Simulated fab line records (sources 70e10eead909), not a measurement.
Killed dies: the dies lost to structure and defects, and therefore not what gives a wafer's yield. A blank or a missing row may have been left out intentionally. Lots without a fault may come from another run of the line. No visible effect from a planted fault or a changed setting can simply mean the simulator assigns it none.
fab line records	flow nand-harc
[record] lots = 6	wafers = 18	last-day = 21
route steps=1159 shown A_BONDPAD@1072
lots that met no fault: taken from a fault-free run of the same line
start-h: start of the lot's first displayed wafer, in hours after the record's first day	wait-h: hours since the lot's step before	" the same as in the row above	L1.1+2: several wafers, shown together as one row	- no value present, or no start provided	* or withheld: withheld	< > ~ a bound
route shown NAME@n: names a module that has steps shown in the file, with the first one's number in the route	usual: mean/standard deviation of fault-free wafers	same: alike in all rows	chamber/n: place in a boat	sites: per-site readings	_std_site: how widely they spread, as a standard deviation	_edge_site: inner sites' mean taken away from outer sites' mean	radius-mm: for every site, how far away it sits from the centre of the wafer	mask NAME#n: copy n	behind: the most recent tool/chamber to have shaped the wafer	hold: why the lot was held/for how many hours/how that ended	device: whichever transistor did not switch (one of n, p or np)	end of line: tests run on the same wafers once the route is complete	step lacking rows: just its recipe	killed: dies lost to structure and defects at the first sort, not the wafer's yield	map: per-die view of a wafer (x killed, . not killed, _ where there is no die)
set.NAME: the run value of the setting; set.NAME@STEP: its run value at that earlier step	model.NAME: the simulator's own value behind a step, which no gauge read
lots seen at some steps along the route; tables by step, rows by wafer
services: from which hour (start-h, from the record's first day; less than 0 if before it) a tool's chamber was out of use, for how many hours, and why
[[steps]]
[step NHARC_A_BONDPAD_CD_MEAS_09]
[recipe] target-cd-nm = 500	landing-energy-ev = 500
[usual] cd-nm = 499.8/1.3
lot.wafer	tool	chamber	start-h	wait-h	cd-nm
L151.1	cd-sem-02	0	429.07	-	501.2
L151.3	"	0	"	"	498.9
L151.6	"	0	"	"	499.4
L152.3	cd-sem-02	0	438.59	-	500.9
L152.5	"	0	"	"	499.7
L152.6	"	0	"	"	499.6
L155.1	cd-sem-02	0	443.47	-	499.0
L155.2	"	0	"	"	500.3
L155.6	"	0	"	"	498.9
L157.1	cd-sem-01	0	465.59	-	501.3
L157.2	"	0	"	"	500.3
L157.5	"	0	"	"	499.4
L163.2	cd-sem-03	0	485.02	-	497.4
L163.3	"	0	"	"	499.6
L163.6	"	0	"	"	499.2
L165.3	cd-sem-01	0	501.88	-	499.8
L165.4	"	0	"	"	500.2
L165.5	"	0	"	"	500.0
[step NHARC_A_BONDPAD_OVL_MEAS_35]
[usual] overlay-x-nm = 1/6.3	overlay-y-nm = -2/7
lot.wafer	tool	chamber	start-h	wait-h	overlay-x-nm	overlay-y-nm
L151.1	overlay-02	-	429.16	-	7	3
L151.3	"	-	"	"	7	3
L151.6	"	-	"	"	6	3
L152.3	overlay-02	-	438.67	-	3	-3
L152.5	"	-	"	"	3	-3
L152.6	"	-	"	"	3	-3
L155.1	overlay-01	-	443.56	-	2	-1
L155.2	"	-	"	"	2	-1
L155.6	"	-	"	"	2	-1
L157.1	overlay-02	-	465.68	-	6	-7
L157.2	"	-	"	"	6	-7
L157.5	"	-	"	"	6	-8
L163.2	overlay-01	-	485.11	-	-12	0
L163.3	"	-	"	"	-12	0
L163.6	"	-	"	"	-12	-1
L165.3	overlay-01	-	501.97	-	-3	8
L165.4	"	-	"	"	-4	9
L165.5	"	-	"	"	-4	8
[step NHARC_A_BONDPAD_HARDBAKE_10]
[recipe] temp-c = 118	time-s = 65
[step NHARC_A_BONDPAD_DESCUM_11]
[recipe] time-s = 3	o2-flow-sccm = 200	ar-flow-sccm = 0	bias-power-w = 0	chemistry = O2
[usual] chamber-pressure-mTorr = 60.00/0.051	drypump-motor-current-A = 6.0/0.33	mfc-ar-sccm = 0.004/0.0089	oes-product-au = 1.000/0.0072	rf-vpp-V = 57.7/0.9	showerhead-plenum-p-Torr = 1.90/0.085	throttle-valve-pct = 11.311/0.0096
lot.wafer	tool	chamber	start-h	wait-h	chamber-pressure-mTorr	drypump-motor-current-A	mfc-ar-sccm	oes-product-au	rf-hours-counter-h	rf-vpp-V	showerhead-plenum-p-Torr	throttle-valve-pct
L151.3	rie-diel-04	2	429.30	-	60.00	6.2	0	1.007	5	55.5	1.90	11.295
L151.1	"	0	"	"	60.04	6.2	0	1.005	5	57.3	1.78	11.300
L151.6	"	1	"	"	60.01	5.6	0.022	1.005	-	57.4	1.90	11.316
L152.3	rie-diel-08	1	438.81	-	59.96	5.8	0.002	1.005	47	59.1	1.89	11.305
L152.6	"	3	"	"	59.95	4.8	0	1.003	-	57.9	1.79	11.313
L152.5	"	0	"	"	60.08	6.0	0.028	1.000	-	58.8	1.97	11.311
L155.2	rie-diel-04	3	443.69	-	60.08	5.8	0	0.995	5	58.0	2.04	11.323
L155.1	"	0	"	"	60.07	6.2	0	0.989	6	58.6	1.78	11.326
L155.6	"	3	"	"	60.02	5.9	0	0.995	-	59.5	2.04	11.315
L157.1	rie-diel-04	3	465.80	-	60.01	5.9	0	0.999	6	58.6	2.03	11.318
L157.2	"	0	"	"	60.00	6.2	0	0.998	7	57.8	1.78	11.317
L157.5	"	0	"	"	60.01	6.2	0	0.991	-	58.0	1.78	11.303
L163.3	rie-diel-04	2	485.24	-	59.95	6.2	0	1.002	0	57.5	1.90	11.308
L163.2	"	0	"	"	60.01	6.2	0	1.003	0	56.1	1.78	11.329
L163.6	"	1	"	"	59.91	5.6	0.022	1.014	-	58.2	1.90	11.296
L165.4	rie-diel-04	1	502.09	-	60.01	5.6	0.022	1.007	0	57.9	1.90	11.306
L165.3	"	3	"	"	60.09	5.8	0	1.008	0	57.1	2.03	11.315
L165.5	"	1	"	"	60.00	5.6	0.022	1.014	-	57.3	1.90	11.315
[step NHARC_A_BONDPAD_ETCH_34]
[recipe] target-depth-a = 600	overetch-a = 180	time-s = 65.91	ion-energy-ev = 200	n2-flow-sccm = 150	h2-flow-sccm = 150	ar-flow-sccm = 0	rf-w = 400	bias-w = 150	chemistry = N2/H2
[usual] chamber-pressure-mTorr = 30.004/0.03	drypump-motor-current-A = 6.00/0.3	mfc-ar-sccm = 0.004/0.0087	n2-flow-sccm = 149.9/0.4	oes-product-au = 1.001/0.007	rf-vpp-V = 430.1/2.9	showerhead-plenum-p-Torr = 2.03/0.096	throttle-valve-pct = 14.171/0.0096
lot.wafer	tool	chamber	start-h	wait-h	chamber-pressure-mTorr	drypump-motor-current-A	mfc-ar-sccm	n2-flow-sccm	oes-product-au	rf-hours-counter-h	rf-vpp-V	showerhead-plenum-p-Torr	throttle-valve-pct
L151.3	rie-diel-04	2	429.38	0.1	29.999	6.26	0	149.6	1.002	5	429.4	2.02	14.182
L151.1	"	3	"	"	29.944	5.84	0	149.7	0.997	5	433.8	2.17	14.161
L151.6	"	3	"	"	30.062	5.85	0	150.0	1.004	-	433.6	2.17	14.171
L152.3	rie-diel-08	1	438.88	0.1	30.041	5.79	0.002	150.1	1.005	47	429.6	2.02	14.167
L152.5	"	0	"	"	30.044	5.96	0.028	149.8	1.001	-	432.3	2.10	14.166
L152.6	"	1	"	"	29.989	5.79	0.002	149.5	0.994	-	429.8	2.02	14.172
L155.2	rie-diel-04	3	443.84	0.1	29.985	5.85	0	150.0	0.987	5	434.1	2.17	14.157
L155.1	"	1	"	"	29.997	5.68	0.022	150.1	0.996	6	430.7	2.03	14.184
L155.6	"	2	"	"	30.091	6.23	0	149.6	0.991	-	431.5	2.02	14.168
L157.2	rie-diel-04	3	465.89	0.1	29.990	5.83	0	150.4	0.999	6	436.7	2.17	14.180
L157.1	"	0	"	"	30.057	6.23	0	150.1	1.004	7	426.0	1.90	14.178
L157.5	"	3	"	"	29.983	5.84	0	149.8	1.003	-	436.2	2.17	14.172
L163.2	rie-diel-04	1	485.34	0.1	29.983	5.65	0.022	149.8	1.005	0	430.5	2.03	14.178
L163.3	"	3	"	"	30.023	5.84	0	149.9	0.996	0	435.6	2.17	14.188
L163.6	"	1	"	"	30.007	5.64	0.022	149.7	1.003	-	430.0	2.03	14.178
L165.3	rie-diel-04	3	502.17	0.1	30.025	5.80	0	149.6	1.001	0	434.7	2.17	14.177
L165.4	"	2	"	"	29.993	6.23	0	149.5	1.004	0	429.2	2.02	14.154
L165.5	"	3	"	"	30.017	5.83	0	149.3	0.997	-	433.9	2.17	14.174
[step NHARC_A_BONDPAD_ETCH_12]
[recipe] target-depth-a = 2200	time-s = 110	chf3-flow-sccm = 50	o2-flow-sccm = 10	ar-flow-sccm = 200	rf-w = 500	bias-w = 200	chemistry = CHF3/O2
[usual] chamber-pressure-mTorr = 24.999/0.023	drypump-motor-current-A = 6.0/0.31	mfc-ar-sccm = 200.1/0.57	oes-product-au = 0.947/0.022	rf-vpp-V = 370.2/2.4	showerhead-plenum-p-Torr = 2.39/0.1	throttle-valve-pct = 20.572/0.0089
lot.wafer	tool	chamber	start-h	wait-h	chamber-pressure-mTorr	drypump-motor-current-A	mfc-ar-sccm	oes-product-au	rf-hours-counter-h	rf-vpp-V	showerhead-plenum-p-Torr	throttle-valve-pct
L151.3	rie-diel-04	0	-	-	24.993	6.2	200.0	0.933	5	367.2	2.25	20.589
L151.1	"	1	"	"	25.016	5.7	200.1	0.934	5	371.1	2.39	20.582
L151.6	"	2	"	"	24.977	6.2	200.5	0.939	-	370.8	2.38	20.580
L152.3	rie-diel-08	3	-	-	24.982	4.9	200.1	0.926	45	367.9	2.26	20.575
L152.5	"	2	"	"	25.017	5.7	200.9	0.929	-	366.4	2.23	20.570
L152.6	"	3	"	"	25.001	4.9	199.9	0.924	-	368.9	2.26	20.574
L155.2	rie-diel-04	3	-	-	25.009	5.8	200.6	0.950	6	373.7	2.55	20.568
L155.1	"	1	"	"	25.000	5.7	200.2	0.952	6	370.0	2.39	20.557
L155.6	"	2	"	"	25.025	6.2	200.5	0.940	-	370.6	2.38	20.576
L157.1	rie-diel-03	1	465.99	-	25.016	5.7	201.3	0.937	16	371.8	2.50	20.575
L157.2	"	3	"	"	24.997	6.6	200.3	0.931	15	369.3	2.37	20.566
L157.5	"	1	"	"	25.004	5.7	200.2	0.932	-	372.4	2.50	20.559
L163.3	rie-diel-04	1	-	-	24.981	5.6	200.3	0.953	0	370.7	2.39	20.580
L163.2	"	2	"	"	25.046	6.2	200.2	0.943	0	369.5	2.38	20.582
L163.6	"	1	"	"	24.972	5.6	198.8	0.957	-	370.3	2.39	20.575
L165.4	rie-diel-04	2	-	-	25.006	6.2	199.4	0.943	0	370.0	2.38	20.568
L165.3	"	3	"	"	25.004	5.9	200.8	0.948	1	373.7	2.55	20.568
L165.5	"	1	"	"	25.027	5.7	200.6	0.941	-	370.5	2.39	20.592
[step NHARC_A_BONDPAD_CD_MEAS_13]
[usual] cd-nm = 499.4/1.5
lot.wafer	tool	chamber	start-h	wait-h	cd-nm
L151.1	cd-sem-02	-	429.61	-	500.1
L151.3	"	-	"	"	497.9
L151.6	"	-	"	"	498.4
L152.3	cd-sem-02	-	439.12	-	500.4
L152.5	"	-	"	"	499.5
L152.6	"	-	"	"	498.8
L155.1	cd-sem-01	-	444.06	-	498.6
L155.2	"	-	"	"	499.1
L155.6	"	-	"	"	497.9
L157.1	cd-sem-01	-	466.12	-	500.7
L157.2	"	-	"	"	499.1
L157.5	"	-	"	"	499.2
L163.2	cd-sem-03	-	485.56	-	496.3
L163.3	"	-	"	"	499.8
L163.6	"	-	"	"	498.4
L165.3	cd-sem-03	-	502.41	-	500.5
L165.4	"	-	"	"	500.4
L165.5	"	-	"	"	500.3
[step NHARC_A_BONDPAD_STRIP_15]
[recipe] o2-flow-sccm = 500	ar-flow-sccm = 0	bias-w = 0	chemistry = O2
[step NHARC_A_BONDPAD_ETCH_24]
[recipe] target-depth-a = 300	over-etch-frac = 0.3	time-s = 72.99	ion-energy-ev = 150	cf4-flow-sccm = 50	n2-flow-sccm = 100	ar-flow-sccm = 150	rf-w = 300	bias-w = 100	chemistry = CF4/N2
[step NHARC_A_BONDPAD_STRIP_16]
[recipe] time-s = 600	temp-c = 30	chemistry = post-etch-residue-remover
[step NHARC_A_BONDPAD_DEGAS_25]
[recipe] temp-c = 300	time-s = 60
[usual] heater-power-w = 482/34
lot.wafer	tool	chamber	start-h	wait-h	heater-power-w
L151.3	pvd-sputter-03	-	430.23	-	472
L151.1	"	-	"	"	458
L151.6	"	-	"	"	486
L152.3	pvd-sputter-01	-	439.73	-	474
L152.6	"	-	"	"	461
L152.5	"	-	"	"	413
L155.1	pvd-sputter-02	-	444.69	-	490
L155.2	"	-	"	"	464
L155.6	"	-	"	"	507
L157.2	pvd-sputter-01	-	466.87	-	497
L157.1	"	-	"	"	419
L157.5	"	-	"	"	476
L163.3	pvd-sputter-02	-	486.24	-	505
L163.2	"	-	"	"	469
L163.6	"	-	"	"	479
L165.3	pvd-sputter-02	-	503.06	-	499
L165.4	"	-	"	"	526
L165.5	"	-	"	"	540
[step NHARC_A_BONDPAD_PRE_CLEAN_26]
[recipe] time-s = 30	temp-c = 280	gas = H2/He
[step NHARC_A_BONDPAD_PVD_17]
[recipe] target-thk-a = 50	bias-v = 168.6	power-w = 15000	chamber-pressure-pa = 0.12	time-s = 8.06	substrate-temp-c = 50	material = TaN
[usual] bias-v = 168.7/1.5	cathode-dc-power-W = 15000/2.7	chamber-pressure-pa = 0.12001/0.00025	throttle-valve-pct = 30.0/0.8
lot.wafer	tool	chamber	start-h	wait-h	bias-v	cathode-dc-power-W	chamber-pressure-pa	throttle-valve-pct
L151.3	pvd-sputter-03	-	430.34	-	170.5	14999	0.11997	29.4
L151.1	"	-	"	"	169.1	15002	0.12033	30.1
L151.6	"	-	"	"	169.1	14999	0.11969	29.5
L152.3	pvd-sputter-01	-	439.91	-	169.7	14998	0.12032	29.5
L152.5	"	-	"	"	169.0	15001	0.11966	29.7
L152.6	"	-	"	"	170.0	14998	0.11982	28.9
L155.1	pvd-sputter-02	-	444.80	-	169.1	15000	0.12015	30.4
L155.2	"	-	"	"	169.8	14998	0.11998	29.9
L155.6	"	-	"	"	169.9	15003	0.12004	30.8
L157.2	pvd-sputter-01	-	466.99	-	168.6	15001	0.12021	30.0
L157.1	"	-	"	"	161.3	15000	0.12003	28.9
L157.5	"	-	"	"	170.5	14999	0.11988	29.6
L163.2	pvd-sputter-02	-	486.48	-	-	-	-	-
L163.3	"	-	"	"	-	-	-	-
L163.6	"	-	"	"	-	-	-	-
L165.4	pvd-sputter-02	-	503.19	-	-	-	-	-
L165.3	"	-	"	"	-	-	-	-
L165.5	"	-	"	"	-	-	-	-
[step NHARC_A_BONDPAD_PVD_27]
[recipe] target-thk-a = 300	chamber-pressure-pa = 5	power-w = 5000	substrate-temp-c = 30	time-s = 20.49	material = Cu
[usual] cathode-dc-power-W = 5000.0/0.94	chamber-pressure-pa = 4.998/0.0086	throttle-valve-pct = 30.0/0.76
lot.wafer	tool	chamber	start-h	wait-h	cathode-dc-power-W	chamber-pressure-pa	throttle-valve-pct
L151.3	pvd-sputter-03	-	-	-	5000.6	5.023	30.1
L151.1	"	-	"	"	5000.0	5.002	32.0
L151.6	"	-	"	"	4998.3	5.012	30.4
L152.3	pvd-sputter-01	-	-	-	4999.3	4.994	29.8
L152.6	"	-	"	"	5000.7	5.005	29.9
L152.5	"	-	"	"	5001.3	4.995	29.0
L155.2	pvd-sputter-02	-	-	-	4999.6	4.992	30.8
L155.1	"	-	"	"	4999.8	4.993	30.6
L155.6	"	-	"	"	5000.7	4.993	30.3
L157.1	pvd-sputter-01	-	-	-	4999.5	4.999	29.9
L157.2	"	-	"	"	5000.6	5.000	29.1
L157.5	"	-	"	"	4999.6	5.006	30.3
L163.2	pvd-sputter-02	-	-	-	4999.9	5.003	30.1
L163.3	"	-	"	"	5000.2	5.004	30.5
L163.6	"	-	"	"	4999.4	4.987	30.3
L165.3	pvd-sputter-02	-	-	-	5001.3	5.001	28.4
L165.4	"	-	"	"	5000.7	4.997	30.6
L165.5	"	-	"	"	5001.8	4.996	30.1
[[services]]
tool	chamber	start-h	hours	kind
rie-diel-04	0	420.46	-	clean
rie-diel-04	1	420.46	-	clean
rie-diel-04	2	420.46	-	clean
rie-diel-04	3	420.46	-	clean
pvd-sputter-03	-	442.30	5.5	repair
rie-diel-04	0	444.96	-	clean
rie-diel-04	1	444.96	-	clean
rie-diel-04	2	444.96	-	clean
rie-diel-04	3	444.96	-	clean
rie-diel-04	2	453.98	6.0	repair
rie-diel-04	-	465.95	9.0	pm
rie-diel-04	0	465.95	9.0	vent-cycle
rie-diel-04	1	465.95	9.0	vent-cycle
rie-diel-04	2	465.95	9.0	vent-cycle
rie-diel-04	3	465.95	9.0	vent-cycle
rie-diel-04	0	474.95	-	clean
rie-diel-04	1	474.95	-	clean
rie-diel-04	2	474.95	-	clean
rie-diel-04	3	474.95	-	clean
rie-diel-08	-	478.98	9.0	pm
rie-diel-03	2	479.61	3.9	repair
rie-diel-04	0	499.45	-	clean
rie-diel-04	1	499.45	-	clean
rie-diel-03	3	500.62	17.4	repair
[[key]]
[first-sign] step = NHARC_A_BONDPAD_PVD_17	reading = tool-record	direction = missing
effect none on later readings
met-at NHARC_A_BONDPAD_PVD_17
struck-wafers L163.2,L163.3,L163.6,L165.3,L165.4,L165.5
later-rows-left-out L163.2,L163.3,L163.6,L165.3,L165.4,L165.5
sort-left-out L163.2,L163.3,L163.6,L165.3,L165.4,L165.5
onset-between 444.80 486.48
[fault] kind = skipped-step-whole	tool = pvd-sputter-02	chamber = -	onset-h = 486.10	steps = NHARC_A_BONDPAD_PVD_17	scope = struck-lots-only
// sort-left-out: the simulated sort isn't trusted on such a fault, so these wafers' sort isn't shown, and their yield isn't known
// later-rows-left-out: the simulator's readings of these wafers behind a module that went badly wrong aren't trusted and aren't shown, but for the sort
